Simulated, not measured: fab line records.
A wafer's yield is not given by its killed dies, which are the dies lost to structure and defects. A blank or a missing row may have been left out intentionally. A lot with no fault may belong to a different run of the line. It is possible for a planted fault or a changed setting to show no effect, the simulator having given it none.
Chamber matching || flow nand_harc || 4 sister chambers for NHARC_A_CHANNEL_HOLE_D1_ETCH_38 on rie_diel-10
The step etches the open film in CF4, target depth 39 nm, time 65 s. 4 wafers are shown with their chamber, then 9 later ones without.

== WAFERS, EACH WITH ITS CHAMBER ==
{"wafer": "L086.4", "chamber": 0, "drypump_motor_current_A (A)": 6.0}
{"wafer": "L088.2", "chamber": 1, "drypump_motor_current_A (A)": 5.3}
{"wafer": "L088.3", "chamber": 3, "drypump_motor_current_A (A)": 6.6}
{"wafer": "L088.6", "chamber": 2, "drypump_motor_current_A (A)": 5.8}

== WAFERS MISSING THEIR CHAMBER ==
{"wafer": "L092.1", "drypump_motor_current_A (A)": 6.6}
{"wafer": "L092.3", "drypump_motor_current_A (A)": 5.8}
{"wafer": "L092.4", "drypump_motor_current_A (A)": 5.2}
{"wafer": "L094.2", "drypump_motor_current_A (A)": 6.0}
{"wafer": "L094.3", "drypump_motor_current_A (A)": 6.6}
{"wafer": "L094.5", "drypump_motor_current_A (A)": 6.0}
{"wafer": "L094.1", "drypump_motor_current_A (A)": 5.9}
{"wafer": "L094.4", "drypump_motor_current_A (A)": 5.2}
{"wafer": "L094.6", "drypump_motor_current_A (A)": 6.6}

== THE CHAMBER EACH PASSED THROUGH ==
{"wafer": "L092.1", "from the rows above": 3, "in truth": 3}
{"wafer": "L092.3", "from the rows above": 2, "in truth": 2}
{"wafer": "L092.4", "from the rows above": 1, "in truth": 1}
{"wafer": "L094.2", "from the rows above": 0, "in truth": 0}
{"wafer": "L094.3", "from the rows above": 3, "in truth": 3}
{"wafer": "L094.5", "from the rows above": 0, "in truth": 0}
{"wafer": "L094.1", "from the rows above": "can't be placed: 0 or 2", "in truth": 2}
{"wafer": "L094.4", "from the rows above": 1, "in truth": 1}
{"wafer": "L094.6", "from the rows above": 3, "in truth": 3}
8 of 9 placed correctly. Unplaceable from these rows: 1, with the true chamber sitting among the candidates in 1. 0 placed wrongly.
How it was worked out, from the rows above alone: a wafer's distance from a chamber is the root of the sum, over the readings, of the square of ((its reading less the chamber's mean) divided by the reading's scatter). If the next closest chamber is less than 2 further off than the closest, the wafer can't be placed; otherwise it belongs to the closest. For every chamber, the mean is computed from those of its wafers that are shown. The scatter: with one shown wafer a chamber, the root of the mean of the squares of how far each hidden wafer lies from its nearest shown one.
